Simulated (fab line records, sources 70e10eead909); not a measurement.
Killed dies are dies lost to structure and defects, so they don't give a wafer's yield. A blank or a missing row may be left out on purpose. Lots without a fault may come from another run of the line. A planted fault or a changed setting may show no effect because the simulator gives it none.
Which tool did it? | flow nand_harc | 11 lots, 33 wafers sampled, at 5 steps of a route of 1302

WHAT THE GAUGES READ, wafer by wafer
NHARC_END_SORT_01.
lot  | measured     | on        | killed_at_array
L790 | day 31 16:59 | prober-02 | 652 58 55

WHICH TOOL RAN EACH LOT (tool, then ch and the chambers of the sampled wafers, then the start)
lot  | NHARC_A_STAIRCASE_TRIM_14                     | NHARC_A_STAIRCASE_TRIM_16                     | NHARC_A_STAIRCASE_ETCH_19                     | NHARC_A_STAIRCASE_TRIM_22
L776 | rie_diel-02 ch 0,2,3, day 16 14:32 or earlier | rie_diel-02 ch 0,2,3, day 16 14:32 or earlier | rie_diel-02 ch 0,2,3, day 16 14:32 or earlier | rie_diel-02 ch 0,2,3, day 16 14:32
L778 | rie_diel-03 ch 0,1,3, day 17 08:35 or earlier | rie_diel-03 ch 0,1,2, day 17 08:35 or earlier | rie_diel-03 ch 1,3, day 17 08:35 or earlier   | rie_diel-08 ch 1,2, day 17 08:35
L781 | rie_diel-03 ch 0,1,3, day 19 02:04 or earlier | rie_diel-03 ch 0,3, day 19 02:04 or earlier   | rie_diel-03 ch 0,2,3, day 19 02:04 or earlier | rie_diel-03 ch 0,3, day 19 02:04
L782 | rie_diel-08 ch 2,3, day 19 06:07 or earlier   | rie_diel-08 ch 1,2,3, day 19 06:07 or earlier | rie_diel-08 ch 1,3, day 19 06:07 or earlier   | rie_diel-08 ch 0,1,2, day 19 06:07
L784 | rie_diel-02 ch 0,1,3, day 20 08:39 or earlier | rie_diel-02 ch 0,1,3, day 20 08:39 or earlier | rie_diel-02 ch 0,1, day 20 08:39 or earlier   | rie_diel-02 ch 0,3, day 20 08:39
L786 | rie_diel-08 ch 1,3, day 20 11:02 or earlier   | rie_diel-08 ch 0,2, day 20 11:02 or earlier   | rie_diel-08 ch 1,2,3, day 20 11:02 or earlier | rie_diel-02 ch 0,1, day 20 11:02
L790 | rie_diel-02 ch 0,3, day 22 11:20 or earlier   | rie_diel-02 ch 0,1, day 22 11:20 or earlier   | rie_diel-02 ch 0,1,3, day 22 11:20 or earlier | rie_diel-08 ch 0,2,3, day 22 11:20
L793 | rie_diel-08 ch 0,2, day 23 12:47 or earlier   | rie_diel-08 ch 2,3, day 23 12:47 or earlier   | rie_diel-08 ch 0,1,3, day 23 12:47 or earlier | rie_diel-03 ch 0,3, day 23 12:47
L794 | rie_diel-02 ch 2,3, day 24 08:58 or earlier   | rie_diel-02 ch 1,2,3, day 24 08:58 or earlier | rie_diel-02 ch 0,1,3, day 24 08:58 or earlier | rie_diel-02 ch 0,2, day 24 08:58
L797 | rie_diel-08 ch 1,2,3, day 24 22:35 or earlier | rie_diel-08 ch 1,3, day 24 22:35 or earlier   | rie_diel-08 ch 0,2, day 24 22:35 or earlier   | rie_diel-03 ch 0,1, day 24 22:35
L796 | rie_diel-03 ch 1,2,3, day 24 22:41 or earlier | rie_diel-03 ch 0,1,2, day 24 22:41 or earlier | rie_diel-03 ch 1,2,3, day 24 22:41 or earlier | rie_diel-03 ch 0,1,2, day 24 22:41
- NHARC_A_STAIRCASE_TRIM_14: chemistry O2, time 211.2 s.
- NHARC_A_STAIRCASE_TRIM_16: chemistry O2, time 211.2 s.
- NHARC_A_STAIRCASE_ETCH_19: etches the open film in C4F8/O2, target depth 100 nm, time 40.5 s.
- NHARC_A_STAIRCASE_TRIM_22: chemistry O2, time 211.2 s.

THE ANSWER, worked out from the rows above alone
Rule: what is usual is taken from the lots themselves. Put in order of their means at a reading, lots are off if they are a third of the lots or fewer, leave a main group of 4 or more, and stand apart from it by a gap of 3 or more times the standard deviation of the main group's means; of several such gaps the widest counts. A main group whose means are all the same, to the digits that the tables above print for the reading, isn't used. A lot without any number at a reading at which 4 lots or more have one is off too. The other lots that the step has rows for count as sound.
No lot is off at any reading shown: from this, nothing can be told.

WHAT THE SIMULATOR HAD PUT IN
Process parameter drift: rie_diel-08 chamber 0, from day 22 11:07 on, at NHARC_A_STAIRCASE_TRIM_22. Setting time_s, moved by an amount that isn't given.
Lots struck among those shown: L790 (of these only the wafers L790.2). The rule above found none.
